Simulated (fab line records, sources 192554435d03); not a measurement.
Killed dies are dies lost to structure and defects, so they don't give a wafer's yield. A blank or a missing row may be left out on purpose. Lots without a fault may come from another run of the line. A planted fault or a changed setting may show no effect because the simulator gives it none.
fab line records | flow n5_finfet
record lots=10 wafers=30 last_day=18
route steps=1938 shown PMOS_HMC_CHANNEL_EPI@65 BEOL_M4@1111 PASSIVATION@1936
lots that met no fault: from a run of the same line without faults
start_h: hours from the record's first day to the start of the lot's first wafer shown | wait_h: hours since the lot's step before | " the same as in the row above | L1.1+2: a row that stands for several wafers | - no value, or no start given | * or withheld: withheld | < > ~ a bound
route shown NAME@n: a module of which the file shows steps, and the number in the route of the first | usual: mean/standard deviation of fault-free wafers | same: alike in all rows | chamber/n: place in a boat | sites: the reading at each site | _std_site: their standard deviation | _edge_site: outer sites' mean less inner sites' | radius_mm: how far each site lies from the wafer's centre | mask NAME#n: copy n | behind: the tool/chamber that last shaped the wafer | hold: why the lot was held/for how many hours/how that ended | device: the transistor (n, p or np) that didn't switch | end of line: the same wafers' tests at the end of the route | a step without rows: its recipe alone | killed: dies lost to structure and defects at the first sort, not the wafer's yield | map: a wafer's dies, x killed, . not, _ none there
set.NAME: the setting as run; set.NAME@STEP: as run at that earlier step | model.NAME: the simulator's own value behind a step, which no gauge read
steps of the route over a sample of lots; a table a step, a row a wafer
services: from which hour (start_h, from the record's first day; less than 0 if before it) a tool's chamber was out of use, for how many hours, and why
## steps
# step N5_PMOS_HMC_CHANNEL_EPI_CD_MEAS_09
# recipe target_cd_nm=237.4 landing_energy_ev=500 detector=se_inlens
# usual cd_nm=237.8/0.87
# columns lot.wafer tool chamber start_h wait_h cd_nm
L820.1 cd_sem-03 0 17.26 - 238.3
L820.2 " 0 " " 238.1
L820.3 " 0 " " 237.0
L823.3 cd_sem-03 0 35.32 - 238.0
L823.4 " 0 " " 236.0
L823.6 " 0 " " 237.1
L824.2 cd_sem-01 0 41.77 - 238.8
L824.4 " 0 " " 236.4
L824.5 " 0 " " 237.9
L825.3 cd_sem-02 0 47.52 - 237.4
L825.4 " 0 " " 237.6
L825.6 " 0 " " 237.6
L829.1 cd_sem-01 0 72.99 - 237.7
L829.2 " 0 " " 238.1
L829.5 " 0 " " 237.5
L838.2 cd_sem-01 0 125.92 - 239.1
L838.5 " 0 " " 237.9
L838.6 " 0 " " 239.3
L839.1 cd_sem-03 0 131.36 - 237.9
L839.2 " 0 " " 236.6
L839.3 " 0 " " 237.7
L841.2 cd_sem-02 0 143.25 - 237.9
L841.4 " 0 " " 237.4
L841.5 " 0 " " 238.3
L842.1 cd_sem-02 0 149.01 - 238.4
L842.2 " 0 " " 238.9
L842.4 " 0 " " 238.0
L843.4 cd_sem-03 0 155.18 - 237.7
L843.5 " 0 " " 237.9
L843.6 " 0 " " 237.5
# step N5_PMOS_HMC_CHANNEL_EPI_HM_OPEN_15
# recipe chemistry=CHF3/O2 target=SiO2 mask_material=CAR-ArF-block target_depth_a=406 CHF3_flow_sccm=50 O2_flow_sccm=5 Ar_flow_sccm=200 time_s=20.3 pressure_mtorr=30 source_w=650 bias_w=170 ion_energy_ev=200
# usual CHF3_flow_sccm=50.03/0.14 drypump_motor_current_A=5.6/0.38 oes_product_au=0.81/0.089 rf_vpp_V=522/8.4 showerhead_plenum_p_Torr=2.44/0.096 throttle_valve_pct=18.76/0.29
# same time_s=20.3
# columns lot.wafer tool chamber start_h wait_h CHF3_flow_sccm drypump_motor_current_A oes_product_au rf_hours_counter_h rf_vpp_V showerhead_plenum_p_Torr throttle_valve_pct
L820.1 rie_diel-06 2 17.43 0.0 50.00 5.2 0.75 151 518 2.42 19.15
L820.2 " 0 " " 50.13 5.8 0.68 250 509 2.35 19.17
L820.3 " 3 " " 49.88 5.3 0.95 7 532 2.57 18.81
L823.3 rie_diel-06 3 35.86 0.0 49.79 5.3 0.93 16 531 2.56 18.83
L823.4 " 1 " " 50.01 5.9 0.99 - 525 2.46 18.28
L823.6 " 2 " " 50.22 5.2 0.75 - 517 2.42 19.14
L824.2 rie_diel-01 1 41.94 0.0 50.16 5.8 0.76 151 526 2.42 18.71
L824.4 " 0 " " 49.93 5.2 0.76 131 511 2.50 18.83
L824.5 " 2 " " 50.27 6.1 0.74 - 516 2.29 18.84
L825.3 rie_diel-03 2 48.26 0.0 49.90 5.2 0.78 130 518 2.31 18.40
L825.4 " 3 " " 50.02 5.9 0.73 198 526 2.49 19.29
L825.6 " 2 " " 50.05 5.2 0.78 - 517 2.31 18.42
L829.1 rie_diel-03 1 73.16 0.0 49.90 6.0 0.83 60 521 2.53 18.33
L829.2 " 2 " " 49.94 5.2 0.77 134 517 2.31 18.43
L829.5 " 3 " " 50.03 5.9 0.72 - 528 2.49 19.30
L838.2 rie_diel-06 0 126.09 0.0 50.15 5.8 0.93 22 510 2.34 18.74
L838.5 " 1 " " 50.19 5.9 0.90 - 525 2.45 18.31
L838.6 " 0 " " 50.41 5.8 0.93 - 509 2.34 18.73
L839.1 rie_diel-03 2 131.53 0.0 50.16 5.2 0.76 151 519 2.30 18.45
L839.2 " 3 " " 49.96 5.9 0.71 225 526 2.48 19.33
L839.3 " 1 " " 49.87 6.0 0.81 76 522 2.52 18.36
L841.2 rie_diel-01 1 143.57 0.0 49.97 5.9 0.72 184 525 2.40 18.76
L841.4 " 2 " " 49.99 6.1 0.71 207 514 2.27 18.88
L841.5 " 1 " " 50.07 5.8 0.72 - 524 2.40 18.79
L842.1 rie_diel-06 1 149.17 0.0 50.17 5.9 0.89 33 524 2.44 18.33
L842.2 " 0 " " 49.99 5.8 0.92 30 509 2.33 18.74
L842.4 " 3 " " 49.83 5.3 0.86 55 532 2.55 18.90
L843.4 rie_diel-01 3 155.34 0.0 50.02 6.2 0.91 40 540 2.36 18.63
L843.5 " 1 " " 50.03 5.8 0.73 - 524 2.40 18.77
L843.6 " 0 " " 49.92 5.2 0.72 - 511 2.49 18.91
# step N5_PMOS_HMC_CHANNEL_EPI_ETCH_38
# recipe chemistry=CF4 target=SiO2 target_depth_a=15 ion_energy_ev=350 pressure_mtorr=10 icp_w=800 bias_w=400 cf4_flow_sccm=80
# usual drypump_motor_current_A=5.7/0.48 oes_product_au=1.005/0.017 throttle_valve_pct=21.84/0.28
# columns lot.wafer tool chamber start_h wait_h drypump_motor_current_A oes_product_au rf_hours_counter_h throttle_valve_pct
L820.1 rie_si-05 3 17.79 0.0 6.5 0.966 199 21.93
L820.2 " 2 " " 6.2 0.999 57 22.00
L820.3 " 0 " " 5.2 0.994 118 21.61
L823.3 rie_si-05 3 36.24 0.0 6.4 0.971 199 21.94
L823.4 " 0 " " 5.2 0.993 118 21.62
L823.6 " 0 " " 5.2 0.981 - 21.62
L824.2 rie_si-05 3 42.54 0.0 6.5 0.977 199 21.94
L824.4 " 1 " " 4.9 0.990 199 21.65
L824.5 " 1 " " 4.9 0.994 - 21.67
L825.3 rie_si-02 2 48.62 0.0 5.6 0.990 66 22.32
L825.4 " 3 " " 6.4 1.011 87 21.89
L825.6 " 2 " " 5.6 0.997 - 22.32
L829.1 rie_si-05 1 73.52 0.0 4.9 0.992 200 21.66
L829.2 " 2 " " 6.2 0.985 58 22.02
L829.5 " 3 " " 6.5 0.983 - 21.95
L838.2 rie_si-02 1 126.65 0.0 5.7 1.002 164 21.82
L838.5 " 1 " " 5.8 0.999 - 21.83
L838.6 " 2 " " 5.6 1.008 - 22.32
L839.1 rie_si-06 1 131.88 0.0 4.9 1.031 106 22.07
L839.2 " 3 " " 6.1 1.027 4 21.91
L839.3 " 0 " " 5.8 1.023 1 21.21
L841.2 rie_si-06 1 144.18 0.0 5.0 1.029 106 22.06
L841.4 " 0 " " 5.8 1.012 1 21.20
L841.5 " 0 " " 5.8 1.013 - 21.22
L842.1 rie_si-06 2 149.56 0.0 5.7 1.000 7 21.53
L842.2 " 0 " " 5.8 1.022 1 21.20
L842.4 " 3 " " 6.1 1.017 4 21.91
L843.4 rie_si-02 1 155.72 0.0 5.7 0.999 164 21.84
L843.5 " 1 " " 5.7 0.995 - 21.84
L843.6 " 2 " " 5.6 0.997 - 22.32
# step N5_PMOS_HMC_CHANNEL_EPI_EPI_20
# recipe material=SiGe30 mask_material=SiO2 pressure_torr=20 target_thk_a=590 temp_c=600
# usual chamber_pressure_Torr=20.00/0.043 lamp_inner_pct=11.9/1.1 susceptor_temp_C_max=601.7/0.45
# columns lot.wafer tool chamber start_h wait_h chamber_pressure_Torr lamp_inner_pct susceptor_temp_C_max
L820.1 epi_rpcvd-02 0 17.98 0.0 20.00 13.2 601.7
L820.2 " 0 " " 19.98 13.1 601.5
L820.3 " 0 " " 19.97 13.2 601.8
L823.3 epi_rpcvd-02 0 36.97 0.6 20.01 12.8 602.3
L823.4 " 0 " " 20.08 13.3 601.5
L823.6 " 0 " " 20.03 13.1 602.1
L824.2 epi_rpcvd-04 0 42.94 0.2 19.94 11.6 602.1
L824.4 " 0 " " 19.94 11.7 602.1
L824.5 " 0 " " 19.98 11.6 601.3
L825.3 epi_rpcvd-02 0 49.21 0.4 20.03 12.9 602.1
L825.4 " 0 " " 20.01 13.0 601.6
L825.6 " 0 " " 20.03 13.0 601.4
L829.1 epi_rpcvd-02 0 73.71 0.0 20.03 13.3 601.4
L829.2 " 0 " " 20.01 13.1 600.9
L829.5 " 0 " " 19.99 13.1 601.1
L838.2 epi_rpcvd-02 - 127.11 0.3 - - -
L838.5 " - " " - - -
L838.6 " - " " - - -
L839.1 epi_rpcvd-01 - 132.08 0.0 - - -
L839.2 " - " " - - -
L839.3 " - " " - - -
L841.2 epi_rpcvd-04 0 144.57 0.2 20.06 11.5 603.0
L841.4 " 0 " " 20.02 11.7 602.2
L841.5 " 0 " " 20.05 11.6 601.6
L842.1 epi_rpcvd-02 0 149.75 0.0 20.04 13.2 601.3
L842.2 " 0 " " 19.95 13.2 601.0
L842.4 " 0 " " 19.92 13.1 601.4
L843.4 epi_rpcvd-04 0 156.51 0.6 20.04 11.5 602.6
L843.5 " 0 " " 19.93 11.4 601.8
L843.6 " 0 " " 20.03 11.5 601.6
# step N5_BEOL_M4_RC_MEAS_101
# usual DIBL_N=36.9/1.7 DIBL_P=36.7/2.1 IOFF_N=0.17/0.032 IOFF_P=0.22/0.036 ION_N=674/12 ION_P=461/7 SS_N=71.7/0.6 SS_P=73.4/0.67 VT_N=249/3.1 VT_P=-250/3.2
# columns lot.wafer tool chamber start_h wait_h DIBL_N[mV/V] DIBL_P[mV/V] IOFF_N[nA/um] IOFF_P[nA/um] ION_N[uA/um] ION_P[uA/um] SS_N[mV/dec] SS_P[mV/dec] VT_N[mV] VT_P[mV]
L820.1 prober-01 0 169.52 0.0 35.5 35.5 0.14 0.18 657 448 71.7 72.8 253 -254
L820.2 " 0 " " 36.4 36.6 0.15 0.20 674 464 71.3 73.2 254 -251
L820.3 " 0 " " 35.7 34.9 0.14 0.18 666 456 70.9 73.1 250 -251
L823.3 prober-02 0 182.21 0.3 32.8 32.8 0.12 0.17 660 454 70.6 72.8 255 -252
L823.4 " 0 " " 35.9 35.1 0.16 0.20 663 454 71.8 72.8 250 -252
L823.6 " 0 " " 34.4 32.9 0.14 0.17 652 446 71.6 72.2 252 -251
L824.2 prober-02 0 195.54 0.2 37.5 38.3 0.17 0.21 668 460 71.6 73.6 250 -252
L824.4 " 0 " " 40.4 42.5 0.24 0.28 691 463 72.7 75.5 242 -248
L824.5 " 0 " " 37.1 38.5 0.16 0.21 678 461 72.3 73.6 250 -251
L825.3 prober-02 0 197.64 0.4 38.0 40.4 0.20 0.27 687 469 72.1 73.6 244 -246
L825.4 " 0 " " 35.7 36.3 0.16 0.20 670 464 71.7 72.8 248 -251
L825.6 " 0 " " 37.3 39.3 0.18 0.26 671 463 72.3 73.7 248 -248
L829.1 prober-01 0 221.92 0.0 34.8 34.7 0.15 0.20 662 461 71.6 72.5 251 -249
L829.2 " 0 " " 34.6 34.8 0.13 0.21 657 454 70.7 71.8 253 -252
L829.5 " 0 " " 35.2 35.8 0.15 0.23 673 464 71.5 72.8 251 -249
L841.2 prober-02 0 293.19 0.2 35.5 34.9 0.14 0.19 673 462 72.0 73.8 254 -250
L841.4 " 0 " " 32.0 30.8 0.10 0.14 651 452 69.8 72.5 255 -255
L841.5 " 0 " " 35.6 34.9 0.14 0.20 667 462 71.3 73.7 255 -251
L842.1 prober-02 0 295.20 0.0 37.5 38.7 0.20 0.28 681 473 72.4 74.4 244 -247
L842.2 " 0 " " 38.9 40.3 0.23 0.30 696 471 72.0 74.2 245 -243
L842.4 " 0 " " 35.0 35.1 0.14 0.22 660 468 71.2 73.2 251 -249
L843.4 prober-01 0 312.33 0.5 39.1 38.5 0.18 0.23 663 460 71.9 74.1 251 -249
L843.5 " 0 " " 37.7 37.1 0.16 0.22 659 458 72.1 73.7 252 -248
L843.6 " 0 " " 39.5 39.5 0.19 0.26 681 467 72.8 73.8 251 -247
# step N5_PASSIVATION_PROBE_49
# usual defect_limited_yield=91.7/1.5 killed_at_M0_to_M3=32/9.6 killed_at_M4_up=13/5.3 killed_at_contacts=12/6.8 killed_at_front_end=36/9.8 killed_at_other=4/3.1 killed_dies=98/17 killed_on_rim=13/4 killed_open=65/13 killed_short=32/8.5 sort_bin_5_function=4.9/0.93 sort_bin_6_memory=3.2/0.67 sort_n_pass=1082/17 sort_yield_pct=91.7/1.4
# same gross_dies=1180 killed_at_back_side=0 sort_bin_4_leakage[%]=0 sort_bin_8_speed[%]=0
# columns lot.wafer tool chamber start_h wait_h defect_limited_yield[%] killed_at_M0_to_M3 killed_at_M4_up killed_at_contacts killed_at_front_end killed_at_other killed_dies killed_on_rim killed_open killed_short sort_bin_5_function[%] sort_bin_6_memory[%] sort_n_pass sort_yield_pct[%]
L820.1 prober-01 - 272.12 0.0 92.8 33 10 14 28 0 85 8 63 21 4.7 2.4 1095 92.8
L820.2 prober-01 - 272.17 0.1 91.0 34 6 27 37 2 106 11 71 34 4.6 4.4 1074 91.0
L820.3 prober-01 - 272.22 0.1 91.3 42 7 15 37 2 103 12 64 38 5.3 3.1 1077 91.3
L823.3 prober-02 - 281.45 0.1 93.6 23 10 9 31 3 76 10 49 26 3.1 2.9 1104 93.6
L823.4 prober-02 - 281.50 0.2 92.6 22 14 10 39 2 87 12 48 38 4.3 2.9 1093 92.6
L823.6 prober-02 - 281.60 0.3 92.0 24 13 3 49 5 94 12 58 34 4.7 3.1 1086 92.0
L824.2 prober-01 - 293.20 0.1 89.7 46 16 14 41 4 121 14 82 38 5.3 4.6 1059 89.7
L824.4 prober-01 - 293.30 0.2 90.5 31 14 7 54 6 112 14 80 31 5.3 3.9 1068 90.5
L824.5 prober-01 - 293.35 0.2 91.7 36 13 16 31 2 98 13 65 31 5.1 3.0 1082 91.7
L825.3 prober-01 - 294.73 0.1 93.6 29 15 16 13 3 76 13 56 18 3.5 2.8 1104 93.6
L825.4 prober-01 - 294.78 0.2 92.7 32 10 12 28 4 86 12 53 32 4.6 2.5 1094 92.7
L825.6 prober-01 - 294.88 0.3 91.4 36 10 6 44 5 101 16 78 23 5.0 3.5 1079 91.4
L829.1 prober-01 - 318.32 0.0 89.1 39 11 11 65 3 129 18 88 41 6.4 4.0 1051 89.1
L829.2 prober-01 - 318.37 0.1 90.6 38 12 17 41 3 111 8 79 30 5.4 3.5 1069 90.6
L829.5 prober-01 - 318.52 0.2 93.1 35 6 8 30 2 81 12 62 18 4.4 2.4 1099 93.1
L838.2 prober-01 - 386.76 0.1 0 2 3 8 1166 1 1180 152 16 5 74.7 2.5 0 0
L838.5 prober-01 - 386.91 0.2 0 5 0 1 1172 2 1180 152 17 3 75.5 2.5 0 0
L838.6 prober-01 - 386.96 0.3 0 4 1 2 1172 1 1180 152 8 7 75.8 2.3 0 0
L839.1 prober-02 - 388.96 0.0 0 10 2 4 1164 0 1180 152 18 3 72.5 2.3 0 0
L839.2 prober-02 - 389.01 0.1 0 14 2 5 1159 0 1180 152 19 6 72.9 2.8 0 0
L839.3 prober-02 - 389.06 0.1 0 15 6 2 1157 0 1180 152 18 7 72.7 2.5 0 0
L842.1 prober-02 - 395.78 0.0 90.9 40 16 12 31 8 107 18 73 34 5.2 3.6 1073 90.9
L842.2 prober-02 - 395.83 0.1 89.1 45 15 14 46 9 129 17 84 45 6.9 3.6 1051 89.1
L842.4 prober-02 - 395.93 0.2 88.1 40 19 19 52 10 140 20 85 55 7.3 4.1 1040 88.1
L841.2 prober-01 - 398.46 0.1 93.0 20 20 14 25 4 83 14 56 27 3.6 3.2 1097 93.0
L841.4 prober-01 - 398.56 0.2 91.4 26 13 21 36 5 101 12 64 37 5.0 3.2 1079 91.4
L841.5 prober-01 - 398.61 0.2 92.5 35 5 12 33 4 89 9 58 31 4.0 3.3 1091 92.5
L843.4 prober-02 - 422.61 0.2 92.2 28 8 17 39 0 92 17 63 23 4.6 2.7 1088 92.2
L843.5 prober-02 - 422.66 0.2 92.5 29 6 12 41 0 88 17 57 27 3.9 3.1 1092 92.5
L843.6 prober-02 - 422.71 0.3 90.1 20 18 10 65 4 117 17 82 35 5.1 4.4 1063 90.1
# killed by level:class
L820.1 BEOL_M0_SAQP:geometric_particle:open=14 STI_FIN_REVEAL:geometric_particle:open=12 MOL_CONTACT_COAG:geometric_particle:open=12 BEOL_M0_SAQP:geometric_particle:short=8 FIN_SAQP:geometric_particle:short=5 BEOL_M3:geometric_particle:open=5 FIN_SAQP:geometric_particle:open=4 BEOL_M1:geometric_particle:open=3
L820.2 MOL_CONTACT_COAG:geometric_particle:open=21 BEOL_M0_SAQP:geometric_particle:open=10 STI_FIN_REVEAL:geometric_particle:open=9 GATE_CUT:geometric_particle:short=7 BEOL_M3:geometric_particle:open=7 MOL_CONTACT_COAG:geometric_particle:short=6 DUMMY_GATE:geometric_particle:open=4 BEOL_M0_SAQP:geometric_particle:short=4
L820.3 BEOL_M0_SAQP:geometric_particle:short=15 MOL_CONTACT_COAG:geometric_particle:open=13 BEOL_M0_SAQP:geometric_particle:open=11 FIN_SAQP:geometric_particle:short=8 STI_FIN_REVEAL:geometric_particle:open=7 DUMMY_GATE:geometric_particle:open=7 FIN_SAQP:geometric_particle:open=6 BEOL_M3:geometric_particle:open=6
L823.3 FIN_SAQP:geometric_particle:short=10 MOL_CONTACT_COAG:geometric_particle:open=9 GATE_CUT:geometric_particle:short=7 BEOL_M1:geometric_particle:open=7 FIN_SAQP:geometric_particle:open=5 BEOL_M4:geometric_particle:open=5 BEOL_M0_SAQP:geometric_particle:open=4 BEOL_M2:geometric_particle:open=4
L823.4 FIN_SAQP:geometric_particle:short=13 MOL_CONTACT_COAG:geometric_particle:open=8 FIN_SAQP:geometric_particle:open=6 STI_FIN_REVEAL:geometric_particle:open=6 BEOL_M0_SAQP:geometric_particle:short=5 BEOL_M1:geometric_particle:open=5 BEOL_M2:geometric_particle:open=5 STI_FIN_REVEAL:geometric_particle:short=3
L823.6 FIN_SAQP:geometric_particle:open=10 GATE_CUT:geometric_particle:short=7 BEOL_M1:geometric_particle:open=6 BEOL_M0_SAQP:geometric_particle:open=5 STARTING-WAFER:geometric_particle:open=5 FIN_SAQP:geometric_particle:short=4 DUMMY_GATE:geometric_particle:open=4 GATE_CUT:geometric_particle:open=4
L824.2 BEOL_M2:geometric_particle:open=15 GATE_CUT:geometric_particle:short=11 MOL_CONTACT_COAG:geometric_particle:open=11 BEOL_M3:geometric_particle:open=9 BEOL_M1:geometric_particle:open=8 FIN_SAQP:geometric_particle:open=4 FIN_CUT:geometric_particle:short=4 GATE_CUT:geometric_particle:open=4
L824.4 FIN_SAQP:geometric_particle:open=15 BEOL_M3:geometric_particle:open=10 GATE_CUT:geometric_particle:short=9 BEOL_M2:geometric_particle:open=9 FIN_SAQP:geometric_particle:short=8 BEOL_M4:geometric_particle:open=6 BEOL_M5:geometric_particle:open=5 STI_FIN_REVEAL:geometric_particle:open=5
L824.5 MOL_CONTACT_COAG:geometric_particle:open=13 BEOL_M2:geometric_particle:open=9 FIN_SAQP:geometric_particle:open=8 BEOL_M4:geometric_particle:open=8 FIN_SAQP:geometric_particle:short=6 BEOL_M3:geometric_particle:short=5 BEOL_M3:geometric_particle:open=5 STARTING-WAFER:geometric_particle:open=5
L825.3 MOL_CONTACT_COAG:geometric_particle:open=14 BEOL_M0_SAQP:geometric_particle:short=9 BEOL_M4:geometric_particle:open=7 BEOL_M0_SAQP:geometric_particle:open=6 BEOL_M2:geometric_particle:open=5 BEOL_M1:geometric_particle:open=4 BEOL_M3:geometric_particle:open=4 GATE_CUT:geometric_particle:short=3
L825.4 BEOL_M0_SAQP:geometric_particle:short=9 STI_FIN_REVEAL:geometric_particle:open=8 MOL_CONTACT_COAG:geometric_particle:short=8 BEOL_M2:geometric_particle:open=8 BEOL_M0_SAQP:geometric_particle:open=6 DUMMY_GATE:geometric_particle:open=5 MOL_CONTACT_COAG:geometric_particle:open=4 BEOL_M1:geometric_particle:open=4
L825.6 STI_FIN_REVEAL:geometric_particle:open=20 BEOL_M2:geometric_particle:open=11 BEOL_M0_SAQP:geometric_particle:open=7 FIN_SAQP:geometric_particle:open=5 MOL_CONTACT_COAG:geometric_particle:open=5 BEOL_M0_SAQP:geometric_particle:short=4 BEOL_M1:geometric_particle:open=4 BEOL_M3:geometric_particle:open=4
L829.1 FIN_SAQP:geometric_particle:open=30 FIN_SAQP:geometric_particle:short=21 BEOL_M1:geometric_particle:open=13 MOL_CONTACT_COAG:geometric_particle:open=10 BEOL_M0_SAQP:geometric_particle:open=10 BEOL_M2:geometric_particle:open=9 DUMMY_GATE:geometric_particle:short=4 BEOL_M8:geometric_particle:open=4
L829.2 MOL_CONTACT_COAG:geometric_particle:open=15 BEOL_M3:geometric_particle:open=15 FIN_SAQP:geometric_particle:open=13 STI_FIN_REVEAL:geometric_particle:open=8 FIN_SAQP:geometric_particle:short=7 BEOL_M2:geometric_particle:open=7 BEOL_M0_SAQP:geometric_particle:open=6 BEOL_M1:geometric_particle:open=4
L829.5 BEOL_M1:geometric_particle:open=12 FIN_SAQP:geometric_particle:open=9 MOL_CONTACT_COAG:geometric_particle:open=8 BEOL_M2:geometric_particle:open=7 STI_FIN_REVEAL:geometric_particle:open=6 BEOL_M0_SAQP:geometric_particle:short=5 BEOL_M3:geometric_particle:open=5 GATE_CUT:geometric_particle:short=4
L838.2 FIN_SAQP:lost_pattern=1152 PMOS_HMC_CHANNEL_EPI:area_epi=7 MOL_CONTACT_COAG:geometric_particle:open=6 STI_FIN_REVEAL:geometric_particle:open=3 MOL_CONTACT_COAG:geometric_particle:short=2 DUMMY_GATE:geometric_particle:open=1 ILD0:geometric_particle:short=1 GATE_CUT:geometric_particle:open=1
L838.5 FIN_SAQP:lost_pattern=1155 STI_FIN_REVEAL:geometric_particle:open=7 BEOL_M3:geometric_particle:open=3 PMOS_HMC_CHANNEL_EPI:area_epi=3 FIN_SAQP:geometric_particle:open=2 STI_FIN_REVEAL:geometric_particle:short=2 MIM_TOP_ETCH:geometric_particle:open=2 ZERO_LAYER:coat_microbubble_printed=2
L838.6 FIN_SAQP:lost_pattern=1157 PMOS_HMC_CHANNEL_EPI:area_epi=7 STI_FIN_REVEAL:geometric_particle:open=3 BEOL_M3:geometric_particle:open=2 BEOL_M4:geometric_particle:open=1 STI_FIN_REVEAL:geometric_particle:short=1 SPACER0:geometric_particle:short=1 ILD0:geometric_particle:short=1
L839.1 FIN_SAQP:lost_pattern=1154 PMOS_HMC_CHANNEL_EPI:area_epi=5 MOL_CONTACT_COAG:geometric_particle:open=4 FIN_SAQP:geometric_particle:open=3 BEOL_M0_SAQP:geometric_particle:open=3 BEOL_M0:geometric_particle:open=2 BEOL_M1:geometric_particle:open=2 FIN_CUT:geometric_particle:open=1
L839.2 FIN_SAQP:lost_pattern=1151 MOL_CONTACT_COAG:geometric_particle:open=5 BEOL_M0_SAQP:geometric_particle:short=5 PMOS_HMC_CHANNEL_EPI:area_epi=4 BEOL_M0_SAQP:geometric_particle:open=3 BEOL_M2:geometric_particle:open=2 BEOL_M1:geometric_particle:open=2 BEOL_M3:geometric_particle:open=2
L839.3 FIN_SAQP:lost_pattern=1149 BEOL_M0_SAQP:geometric_particle:open=8 PMOS_HMC_CHANNEL_EPI:area_epi=6 BEOL_M0_SAQP:geometric_particle:short=4 FIN_SAQP:geometric_particle:open=2 BEOL_M8:geometric_particle:open=2 BEOL_M10:geometric_particle:open=2 MOL_CONTACT_COAG:geometric_particle:short=1
L842.1 BEOL_M0_SAQP:geometric_particle:short=12 MOL_CONTACT_COAG:geometric_particle:open=11 BEOL_M0_SAQP:geometric_particle:open=10 FIN_SAQP:geometric_particle:open=7 BEOL_M3:geometric_particle:open=5 BEOL_M4:geometric_particle:open=5 STI_FIN_REVEAL:geometric_particle:open=4 STARTING-WAFER:geometric_particle:open=4
L842.2 MOL_CONTACT_COAG:geometric_particle:open=13 FIN_SAQP:geometric_particle:short=12 BEOL_M0_SAQP:geometric_particle:open=11 BEOL_M3:geometric_particle:open=10 FIN_SAQP:geometric_particle:open=8 BEOL_M0_SAQP:geometric_particle:short=8 BEOL_M1:geometric_particle:open=5 BEOL_M2:geometric_particle:open=5
L842.4 FIN_SAQP:geometric_particle:open=16 MOL_CONTACT_COAG:geometric_particle:open=16 FIN_SAQP:geometric_particle:short=14 BEOL_M0_SAQP:geometric_particle:short=11 BEOL_M3:geometric_particle:open=10 BEOL_M0_SAQP:geometric_particle:open=9 BEOL_M4:geometric_particle:open=6 BEOL_M4:geometric_particle:short=5
L841.2 BEOL_M4:geometric_particle:open=12 MOL_CONTACT_COAG:geometric_particle:open=9 BEOL_M3:geometric_particle:open=6 MOL_CONTACT_COAG:geometric_particle:short=5 BEOL_M0_SAQP:geometric_particle:short=5 GATE_CUT:geometric_particle:short=4 BEOL_M4:geometric_particle:short=4 FIN_SAQP:geometric_particle:open=3
L841.4 MOL_CONTACT_COAG:geometric_particle:open=15 BEOL_M4:geometric_particle:open=8 STI_FIN_REVEAL:geometric_particle:open=7 MOL_CONTACT_COAG:geometric_particle:short=6 BEOL_M3:geometric_particle:open=6 FIN_SAQP:geometric_particle:short=5 GATE_CUT:geometric_particle:short=5 GATE_CUT:geometric_particle:open=5
L841.5 BEOL_M3:geometric_particle:open=12 BEOL_M0_SAQP:geometric_particle:short=11 FIN_SAQP:geometric_particle:open=9 MOL_CONTACT_COAG:geometric_particle:open=7 BEOL_M0_SAQP:geometric_particle:open=7 STI_FIN_REVEAL:geometric_particle:open=5 MOL_CONTACT_COAG:geometric_particle:short=5 FIN_SAQP:geometric_particle:short=4
L843.4 MOL_CONTACT_COAG:geometric_particle:open=15 FIN_SAQP:geometric_particle:open=11 BEOL_M1:geometric_particle:open=8 BEOL_M2:geometric_particle:open=8 FIN_SAQP:geometric_particle:short=6 GATE_CUT:geometric_particle:short=5 GATE_CUT:geometric_particle:open=4 BEOL_M0:geometric_particle:open=4
L843.5 MOL_CONTACT_COAG:geometric_particle:open=12 FIN_SAQP:geometric_particle:short=9 BEOL_M2:geometric_particle:open=7 DUMMY_GATE:geometric_particle:open=6 BEOL_M0_SAQP:geometric_particle:open=5 FIN_SAQP:geometric_particle:open=4 STI_FIN_REVEAL:geometric_particle:open=4 BEOL_M0_SAQP:geometric_particle:short=4
L843.6 STI_FIN_REVEAL:geometric_particle:open=12 FIN_SAQP:geometric_particle:open=8 FIN_SAQP:geometric_particle:short=8 MOL_CONTACT_COAG:geometric_particle:open=8 GATE_CUT:geometric_particle:short=7 BEOL_M2:geometric_particle:open=7 BEOL_M4:geometric_particle:open=7 ILD0:geometric_particle:open=6
## services
# columns tool chamber start_h hours kind
rie_diel-06 1 2.00 18.6 repair
rie_diel-01 2 5.12 6.2 repair
rie_diel-06 1 20.79 - clean
rie_diel-06 1 20.79 - consumable_replace:focus_ring
rie_diel-06 1 20.79 14.2 scheduled_down
rie_diel-06 1 20.79 14.2 vent_cycle
rie_diel-03 - 32.50 14.6 pm
rie_diel-06 0 35.19 - clean
rie_diel-06 0 35.19 - consumable_replace:focus_ring
rie_diel-06 0 35.19 17.4 scheduled_down
rie_diel-06 0 35.19 17.4 vent_cycle
epi_rpcvd-02 - 40.65 2.8 pm
rie_diel-03 2 48.78 2.7 repair
rie_si-02 1 48.91 10.6 repair
rie_diel-03 2 62.74 8.3 repair
rie_diel-06 - 82.95 0.9 repair
rie_si-05 1 83.38 - clean
rie_diel-06 3 95.68 2.3 repair
epi_rpcvd-02 - 106.06 0.9 repair
rie_diel-06 1 108.93 13.4 repair
rie_si-06 - 114.91 0.5 repair
rie_si-05 3 122.15 2.2 repair
rie_si-02 - 123.01 1.8 repair
epi_rpcvd-01 - 137.43 8.1 pm
## key
first_sign step=N5_PMOS_HMC_CHANNEL_EPI_EPI_20 reading=tool_record direction=missing
effect step=N5_PASSIVATION_PROBE_49 reading=killed_at_front_end direction=up sigmas=99+ usual=36 struck=1165
met_at N5_PMOS_HMC_CHANNEL_EPI_EPI_20
struck_lots L838,L839
later_rows_left_out L838.2,L838.5,L838.6,L839.1,L839.2,L839.3
not_acting_at N5_PMOS_HMC_CHANNEL_EPI_CD_MEAS_09,N5_PMOS_HMC_CHANNEL_EPI_HM_OPEN_15,N5_PMOS_HMC_CHANNEL_EPI_ETCH_38
onset_between 73.71 127.11
fault kind=skipped_step_whole tool=epi_rpcvd-01,epi_rpcvd-02 chamber=- onset_h=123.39 steps=N5_PMOS_HMC_CHANNEL_EPI_EPI_20 scope=struck_lots_only
# later_rows_left_out: the simulator's readings of these wafers behind a module that went badly wrong aren't trusted and aren't shown, but for the sort
